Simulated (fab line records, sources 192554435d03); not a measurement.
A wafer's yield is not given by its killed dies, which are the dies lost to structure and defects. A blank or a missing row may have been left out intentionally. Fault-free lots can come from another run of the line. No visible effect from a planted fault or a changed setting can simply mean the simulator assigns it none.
Which tool was responsible?    flow n5-finfet    11 lots with 31 wafers sampled at 2 steps, on a route of 1938 steps

== WHAT EACH GAUGE READ, for each wafer ==
N5_WELL_APT_CD_MEAS_25 targets a cd of 200 nm.
lot   measured     on         cd-nm (nm)
L259  day 1 15:16  cd-sem-01  202.2 199.7 201.7
L260  day 1 20:50  cd-sem-03  195.3 201.8 200.6
L262  day 2 09:07  cd-sem-01  200.4 201.0 202.5
L267  day 3 16:01  cd-sem-02  175.2 176.4 201.3
L268  day 3 21:01  cd-sem-01  173.8 175.8
L270  day 4 08:51  cd-sem-03  176.7 200.6
L275  day 5 15:48  cd-sem-01  199.4 199.9 197.7
L276  day 5 21:13  cd-sem-01  200.3 197.3 200.4
L279  day 6 14:58  cd-sem-03  200.0 194.4 194.6
L281  day 7 03:29  cd-sem-02  201.4 202.0 200.9
L282  day 7 09:29  cd-sem-03  198.8 201.0 202.8

== WHAT TOOL EACH LOT RAN ON (gives the tool, then ch and the chambers of the sampled wafers, and finally the start) ==
lot   N5_WELL_APT_EXPOSE_22
L259  krf-scanner-01 ch 0, day 1 15:07
L260  krf-scanner-01 ch 0, day 1 20:40
L262  krf-scanner-02 ch 0, day 2 08:56
L267  krf-scanner-01 ch 0, day 3 15:50
L268  krf-scanner-01 ch 0, day 3 20:50
L270  krf-scanner-01 ch 0, day 4 08:41
L275  krf-scanner-02 ch 0, day 5 15:38
L276  krf-scanner-02 ch 0, day 5 21:02
L279  krf-scanner-01 ch 0, day 6 14:48
L281  krf-scanner-02 ch 0, day 7 03:19
L282  krf-scanner-01 ch 0, day 7 09:19
- N5_WELL_APT_EXPOSE_22: exposes mask PWELL, defocus 0 nm, target cd 200 nm.

== THE ANSWER, worked out from the rows above alone ==
Rule: what is usual is taken from the lots themselves. Put in order of their means at a reading, lots are off if they are a third of the lots or fewer, leave a main group of 4 or more, and stand apart from it by a gap of 3 or more times the standard deviation of the main group's means; of several such gaps the widest counts. A main group is skipped when, at the precision printed for the reading in the tables above, its means are all equal. A lot without any number at a reading at which 4 lots or more have one is off too. All remaining lots with rows at the step are treated as sound.
Off at N5_WELL_APT_CD_MEAS_25 (cd-nm): L267, L268, L270. The main group has a mean of 199.8 nm with a standard deviation of 1.6.
If a tool, at a process step before that reading, ran all the lots that are off and no sound lot after the first of them, it fits. Those tools and the gauges at N5_WELL_APT_CD_MEAS_25 are tried in the same way. Of those tried, none fits.

== WHAT HAD BEEN PUT IN BY THE SIMULATOR ==
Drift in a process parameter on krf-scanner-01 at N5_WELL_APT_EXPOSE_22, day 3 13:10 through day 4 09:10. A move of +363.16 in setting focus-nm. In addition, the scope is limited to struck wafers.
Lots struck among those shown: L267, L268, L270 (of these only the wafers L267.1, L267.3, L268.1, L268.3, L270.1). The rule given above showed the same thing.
